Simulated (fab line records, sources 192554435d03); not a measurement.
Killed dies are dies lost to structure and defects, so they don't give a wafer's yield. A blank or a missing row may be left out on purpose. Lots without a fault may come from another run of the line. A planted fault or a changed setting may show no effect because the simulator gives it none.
Problem report in the 8D (eight disciplines) form, filled by code | flow n5_finfet | the parts of the form that need people (team, actions taken, sign-off) are left out

1. THE PROBLEM
M14_ILD_THK at N5_BEOL_M14_THK_MEAS_01 reads a mean of 1526 nm on 4 wafers of 3 lots; wafers without a fault read 1128 nm with a standard deviation of 13. That is +31 standard deviations from the usual mean.
First seen on wafer L427.5, day 14 02:13, on film_metro-02. The record holds 28 wafers of 10 lots with a number at this step. Rule for "out", or "out of limits": more than 4 standard deviations from the usual mean. The other wafers with a number count as sound.

2. WHAT IT IS AND WHAT IT IS NOT
question                    | is                             | is not
which readings at this step | M14_ILD_THK                    | -
which lots                  | L427, L430, L431               | L418, L421, L433, L435, L436, L438, L441
which wafers of those lots  | L427.5, L427.6, L430.5, L431.6 | L427.2, L430.4, L431.2
read on which gauges        | film_metro-02                  | film_metro-01
when                        | from day 14 02:13              | up to then (7 sound wafers); but 17 sound wafers of L430, L431, L433, L435, L436, L438, L441 came after

3. SUSPECTS, AND WHAT RULES EACH OUT
Counting: a tool at a process step up to the reading stays a suspect if it ran every lot that is out. Sound lots after the first of them don't rule it out here, since some wafers of a struck lot are sound.
- the gauge at N5_BEOL_M14_THK_MEAS_01: ruled out. All the wafers that are out were read on film_metro-02, but those of them that N5_BEOL_M14_ILD_DEP_00 has rows for are out there too, on other tools.
- pecvd-01 at N5_BEOL_M14_ILD_DEP_00 (deposits SiO2 from TEOS/O2, target thk 1119.3 nm, time 237.4 s): kept. It ran every lot that is out, first L427 (day 14 02:01); its last sound lot up to then is L421 (day 12 05:45). Its own readings are out on those wafers: run_length_s.
Left after counting: pecvd-01 at N5_BEOL_M14_ILD_DEP_00.

4. THE CAUSE (what the simulator had put in)
Process parameter drift: pecvd-01, from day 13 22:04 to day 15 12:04, at N5_BEOL_M14_ILD_DEP_00. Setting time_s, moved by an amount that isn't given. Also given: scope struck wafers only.
Counting left only this tool.

5. THE CHAIN OF EFFECTS, in route order
Each row: a reading whose mean over the struck wafers that have a number lies more than 3 standard deviations from the usual. Only readings for which the record gives a usual standard deviation are gone through. hours: the time from each lot's start at the first step in this table that gives one to its start at this step, as a median over the lots. sigmas: the change in usual standard deviations.
hours | step                    | reading      | usual   | on struck wafers | change | sigmas
0     | N5_BEOL_M14_ILD_DEP_00  | run_length_s | 280.4 s | 362.2            | +81.8  | +99 or more
0     | N5_BEOL_M14_THK_MEAS_01 | M14_ILD_THK  | 1128 nm | 1526             | +398   | +31
The process steps in it:
- N5_BEOL_M14_ILD_DEP_00: deposits SiO2 from TEOS/O2, target thk 1119.3 nm, time 237.4 s.

6. WHAT WOULD HAVE CAUGHT IT SOONER
In this record the first reading out of limits at a measuring or inspecting step was taken at day 14 02:13, 4 hours after the fault began at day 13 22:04.
The tool's own readings at N5_BEOL_M14_ILD_DEP_00 were out on every struck wafer that the step has a row for (run_length_s): an alarm limit on them would have fired on the first of those.
Of the lots that are out (3), L431, L430 began N5_BEOL_M14_ILD_DEP_00 on pecvd-01 after day 14 02:13. A hold on the tool at that time would have spared those 2.
